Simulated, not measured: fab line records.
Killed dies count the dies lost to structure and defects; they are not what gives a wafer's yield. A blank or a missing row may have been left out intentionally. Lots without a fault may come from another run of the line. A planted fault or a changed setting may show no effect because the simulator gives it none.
A struck lot beside a sound one || flow n5_finfet || 23 out of 1938 route steps
Sound: the wafers L197.1, L197.2, L197.6. Wafers struck: L192.3, L192.5, L192.6. The cause is named last.
Each step with rows lists, per side, the tool, then ch with its chambers, then its first start. Under that, the readings that differ: sound wafers || struck wafers || difference of the means || sigmas: that difference in standard deviations of wafers without a fault.
alike: a reading whose means differ by less than 2 such deviations, as well as words and numbers matching on both sides. not compared: withheld readings; readings where some wafer has no value; bounds like >300 that might hide an equal value; numbers whose values overlap and for which the record gives no deviation.
A row with sigmas, a row that says differs or no value, or rows on one side alone: a step with any of these is where the two part. Numbers that don't overlap but have no deviation are shown without sigmas and don't part them. A reading that every wafer of one side lacks parts them only if that side has two wafers or more.

first, 10 steps without rows for these wafers: N5_BEOL_M0_SAQP_DESCUM_19 (chemistry O2, time 7.9 s); N5_BEOL_M0_SAQP_ETCH_83 (etches SiARC in CF4, target depth 39 nm, time 65 s); N5_BEOL_M0_SAQP_ETCH_84 (etches SOC in N2/H2, target depth 100 nm, overetch 20 nm, time 150 s); N5_BEOL_M0_SAQP_STRIP_80 (strips in N2/H2); N5_BEOL_M0_SAQP_HM_OPEN_112 (chemistry CHF3/O2, target SiO2, stops on a-Si, target depth 12 nm, time 13.5 s); N5_BEOL_M0_SAQP_STRIP_113 (strips in CHF3/O2); N5_BEOL_M0_SAQP_MANDREL_ETCH_20 (etches a-Si in HBr/Cl2, stops on SiNx, target depth 60 nm, bt time 10 s, time 30 s); N5_BEOL_M0_SAQP_STRIP_86 (strips in N2/H2); N5_BEOL_M0_SAQP_STRIP_115 (strips in post etch residue remover, time 60 s); N5_BEOL_M0_SAQP_SRD_93 (time 30 s).
N5_BEOL_M0_SAQP_RECESS_114: chemistry HF/NH3, target SiO2, target depth 14.4 nm, afs cycles 3, sublimation time 60 s.
  sound on vapor_etch-01 ch 0,1, day 7 08:47; struck on vapor_etch-01 ch 0,1, day 6 08:00
  no value came back on the struck wafers for afs_cycles, drypump_motor_current_A (A), foreline_p_Torr (Torr); on the sound wafers afs_cycles reads 3 3 3
{"reading": "model.SiO2_of_BEOL_M0_SAQP_HM_DEP_111.thk_nm (nm)", "sound": "0 0 0", "struck": "12 12.4 12.2", "difference": "+12", "sigmas": ""}
{"reading": "model.SiNx_of_BEOL_M0_SAQP_PECVD_97.thk_nm (nm)", "sound": "15.4 15.4 15.6", "struck": "17.6 18.2 18.2", "difference": "+2.5", "sigmas": ""}
then, 8 steps without rows for these wafers: N5_BEOL_M0_SAQP_SPACER1_ALD_98 (deposits SiO2, target thk 12.8 nm, pulse time 1 s, purge time 2 s); N5_BEOL_M0_SAQP_SPACER1_ETCHBACK_99 (etches SiO2 in CHF3/O2, target depth 15.4 nm, time 7.7 s); N5_BEOL_M0_SAQP_MANDREL1_REMOVE_100 (chemistry HBr/Cl2/O2, target a-Si, stops on SiNx, bt time 10 s); N5_BEOL_M0_SAQP_ETCH_101 (etches SiNx in CH3F/O2, target depth 29.9 nm, time 42.7 s); N5_BEOL_M0_SAQP_ETCH_102 (etches SiO2 in CF4, target depth 4 nm, time 4.4 s); N5_BEOL_M0_SAQP_MANDREL_ETCH_103 (etches a-Si in HBr/Cl2, stops on SiCN, target depth 45 nm, bt time 10 s, time 27 s); N5_BEOL_M0_SAQP_RECESS_104 (chemistry HF/NH3, target SiO2, target depth 18 nm, afs cycles 3, sublimation time 60 s); N5_BEOL_M0_SAQP_COAT_105 (time 60 s, resist thk 100 nm).
N5_BEOL_M0_SAQP_ETCH_106: etches SOC in N2/H2, stops on SiNx, target depth 150 nm.
  sound on rie_diel-01 ch 0,3, day 7 10:47; struck on rie_diel-04 ch 0,2,3, day 6 09:58
{"reading": "throttle_valve_pct (%)", "sound": "17.51 17.63 17.64", "struck": "18.42 18.09 18.01", "difference": "+0.58", "sigmas": "+2"}
{"reading": "model.SiNx_of_BEOL_M0_SAQP_PECVD_97.thk_nm (nm)", "sound": "15 15 15.2", "struck": "17.4 17.8 17.8", "difference": "+2.6", "sigmas": ""}
  alike: drypump_motor_current_A, oes_product_au, rf_vpp_V, showerhead_plenum_p_Torr
  not compared: rf_hours_counter_h
then, 1 step without rows for these wafers: N5_BEOL_M0_SAQP_ETCH_107 (etches SiNx in CH3F/O2, target depth 30 nm).
N5_BEOL_M4_RC_MEAS_101:
  the record has rows for the sound wafers here (prober-01 ch 0, day 10 01:14) and none for the struck ones
-- a jump in the record: the struck wafers' starts before and after are 6 days apart (it breaks off in module BEOL_M4 and resumes in module PASSIVATION, where the first step shown is number 1936 of the route) --
N5_PASSIVATION_PROBE_49:
  sound: prober-01 at day 14 08:09; struck: prober-02 at day 12 19:26
{"reading": "defect_limited_yield (%)", "sound": "91.4 93.3 94.2", "struck": "0 0 0", "difference": -93, "sigmas": -62}
{"reading": "killed_at_M0_to_M3", "sound": "45 31 26", "struck": "1095 1083 1103", "difference": "+1060", "sigmas": "+99 or more"}
{"reading": "killed_at_other", "sound": "0 3 0", "struck": "2 10 13", "difference": "+7", "sigmas": "+2"}
{"reading": "killed_dies", "sound": "102 79 68", "struck": "1180 1180 1180", "difference": "+1097", "sigmas": "+61"}
{"reading": "killed_on_rim", "sound": "13 11 13", "struck": "152 152 152", "difference": "+140", "sigmas": "+34"}
{"reading": "killed_open", "sound": "66 54 45", "struck": "75 100 69", "difference": "+26", "sigmas": "+2"}
{"reading": "sort_bin_5_function (%)", "sound": "5.8 3.6 3.7", "struck": "96.3 94.8 95.3", "difference": "+91.1", "sigmas": "+91"}
{"reading": "sort_bin_6_memory (%)", "sound": "2.5 2.9 2.0", "struck": "3.3 4.7 4.4", "difference": "+1.7", "sigmas": "+2"}
{"reading": "sort_n_pass", "sound": "1078 1101 1112", "struck": "0 0 0", "difference": -1097, "sigmas": -61}
{"reading": "sort_yield_pct (%)", "sound": "91.4 93.3 94.2", "struck": "0 0 0", "difference": -93, "sigmas": -62}
  alike: killed_at_M4_up, killed_at_contacts, killed_at_front_end, killed_short

## WHERE THEY PART
At N5_BEOL_M0_SAQP_RECESS_114 first; at N5_PASSIVATION_PROBE_49 last (within this record only).

WHY: what had been put in by the simulator
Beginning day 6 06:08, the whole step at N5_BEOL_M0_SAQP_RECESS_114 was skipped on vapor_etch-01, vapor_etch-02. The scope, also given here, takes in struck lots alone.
